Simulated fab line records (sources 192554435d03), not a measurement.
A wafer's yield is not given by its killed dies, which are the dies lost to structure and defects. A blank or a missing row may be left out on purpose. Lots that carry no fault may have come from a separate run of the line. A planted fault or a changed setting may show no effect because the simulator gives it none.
Matching of chambers / flow n5-finfet / N5_SD_EPI_N_ETCH_16 on rie-diel-04: 4 sister chambers
The step etches SiO2 in CHF3/O2, target depth 5 nm. 7 wafers are shown with their chamber, then 9 later ones without.

## WAFERS WITH THEIR CHAMBER
wafer=L078.3; chamber=3; showerhead-plenum-p-Torr (Torr)=2.45; rf-vpp-V (V)=548
wafer=L080.1; chamber=3; showerhead-plenum-p-Torr (Torr)=2.45; rf-vpp-V (V)=546
wafer=L081.1; chamber=0; showerhead-plenum-p-Torr (Torr)=2.49; rf-vpp-V (V)=508
wafer=L081.4; chamber=1; showerhead-plenum-p-Torr (Torr)=2.43; rf-vpp-V (V)=524
wafer=L087.4; chamber=0; showerhead-plenum-p-Torr (Torr)=2.48; rf-vpp-V (V)=508
wafer=L087.5; chamber=1; showerhead-plenum-p-Torr (Torr)=2.43; rf-vpp-V (V)=525
wafer=L087.6; chamber=2; showerhead-plenum-p-Torr (Torr)=2.28; rf-vpp-V (V)=512

## WAFERS MISSING THEIR CHAMBER
wafer=L089.1; showerhead-plenum-p-Torr (Torr)=2.42; rf-vpp-V (V)=524
wafer=L089.3; showerhead-plenum-p-Torr (Torr)=2.45; rf-vpp-V (V)=546
wafer=L089.5; showerhead-plenum-p-Torr (Torr)=2.45; rf-vpp-V (V)=547
wafer=L091.1; showerhead-plenum-p-Torr (Torr)=2.45; rf-vpp-V (V)=548
wafer=L091.3; showerhead-plenum-p-Torr (Torr)=2.45; rf-vpp-V (V)=548
wafer=L091.6; showerhead-plenum-p-Torr (Torr)=2.45; rf-vpp-V (V)=547
wafer=L096.3; showerhead-plenum-p-Torr (Torr)=2.57; rf-vpp-V (V)=522
wafer=L096.5; showerhead-plenum-p-Torr (Torr)=2.44; rf-vpp-V (V)=548
wafer=L096.6; showerhead-plenum-p-Torr (Torr)=2.57; rf-vpp-V (V)=520

## WHICH CHAMBER EACH WENT THROUGH
wafer=L089.1; from the rows above=1; in truth=1
wafer=L089.3; from the rows above=3; in truth=3
wafer=L089.5; from the rows above=3; in truth=3
wafer=L091.1; from the rows above=3; in truth=3
wafer=L091.3; from the rows above=3; in truth=3
wafer=L091.6; from the rows above=3; in truth=3
wafer=L096.3; from the rows above=0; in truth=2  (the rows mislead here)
wafer=L096.5; from the rows above=3; in truth=3
wafer=L096.6; from the rows above=0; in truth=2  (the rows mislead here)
7 of 9 placed correctly. Not placeable from these rows: 0. Placed wrongly: 2.
How it was worked out, from the rows above alone: a wafer's distance from a chamber is the root of the sum, over the readings, of the square of ((its reading less the chamber's mean) divided by the reading's scatter). The wafer belongs to the nearest chamber; if the next one is less than 2 further off, it can't be placed. A chamber's mean is the mean of its shown wafers. The scatter is the square root of a quotient: the sum, over the shown wafers, of each reading's squared deviation from its chamber's mean, divided by wafers minus chambers.
